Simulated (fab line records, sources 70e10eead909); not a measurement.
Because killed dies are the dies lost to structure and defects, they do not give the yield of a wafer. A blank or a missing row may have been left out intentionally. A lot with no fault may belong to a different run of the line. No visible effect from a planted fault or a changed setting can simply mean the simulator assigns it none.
Struck lot and sound lot, side by side | flow nand_harc | 13 out of 1302 route steps
Sound: these wafers, L150.3, L150.4, L150.5. Wafers L152.3, L152.4, L152.5 were the ones struck. The cause comes at the end.
Each step with rows lists, per side, the tool, then ch with its chambers, then its first start. Under that, the readings that differ: sound wafers | struck wafers | difference of the means | sigmas: that difference in standard deviations of wafers without a fault.
alike: readings whose means differ by less than 2 such deviations, and words and numbers that are the same on both sides. not compared: withheld readings, readings that some wafer has no value for, bounds like >300 that may hide the same value, and numbers for which the record gives no deviation and whose values overlap.
The two part at a step that has a row with sigmas, a row that says differs or no value, or rows on one side only. Numbers that have no deviation but don't overlap get no sigmas and don't part them. A reading missing from all wafers of one side parts the sides only when that side holds two or more wafers.

NHARC_P_ZERO_WELL_DESCUM_26: chemistry O2, time 3 s.
  sound on rie_diel-09 ch 1,3, day 2 08:39; struck on rie_diel-10 ch 0,3, day 3 04:49
  reading               | sound             | struck            | difference | sigmas
  mfc_ar_sccm (sccm)    | 0.035 0.039 0.039 | 0 0 0             | +0         | -3
  oes_product_au (a.u.) | 0.985 0.981 0.970 | 1.019 1.017 1.017 | +0.039     | +3
  alike: drypump_motor_current_A, rf_vpp_V, showerhead_plenum_p_Torr, throttle_valve_pct
  not compared: rf_hours_counter_h
then, 11 steps without rows for these wafers: NHARC_P_ZERO_WELL_IMPLANT_27; NHARC_P_ZERO_WELL_IMPLANT_57; NHARC_P_ZERO_WELL_IMPLANT_58; NHARC_P_ZERO_WELL_STRIP_28 (strips in SPM, time 840 s); NHARC_P_ZERO_WELL_DEHYDRATE_29 (time 120 s); NHARC_P_ZERO_WELL_HMDS_30 (time 30 s); NHARC_P_ZERO_WELL_COAT_31; NHARC_P_ZERO_WELL_SOFTBAKE_32 (time 95 s); NHARC_P_ZERO_WELL_EBR_33; NHARC_P_ZERO_WELL_EXPOSE_34 (exposes mask P PWELL, target cd 720 nm); NHARC_P_ZERO_WELL_PEB_35 (peb time 85 s).
NHARC_P_ZERO_WELL_DEVELOP_36: time 70 s.
  struck on litho_track-03, day 3 06:00; sound on litho_track-03 ch 0, day 2 10:00
  no value came back on the struck wafers for chill_plate_temp_C (C), exhaust_pa (Pa); on the sound wafers chill_plate_temp_C (C) reads 22.89 23.07 23.03

## WHERE THEY PART
At NHARC_P_ZERO_WELL_DESCUM_26 first; at NHARC_P_ZERO_WELL_DEVELOP_36 last (within this record only).

WHY: whatever the simulator had introduced
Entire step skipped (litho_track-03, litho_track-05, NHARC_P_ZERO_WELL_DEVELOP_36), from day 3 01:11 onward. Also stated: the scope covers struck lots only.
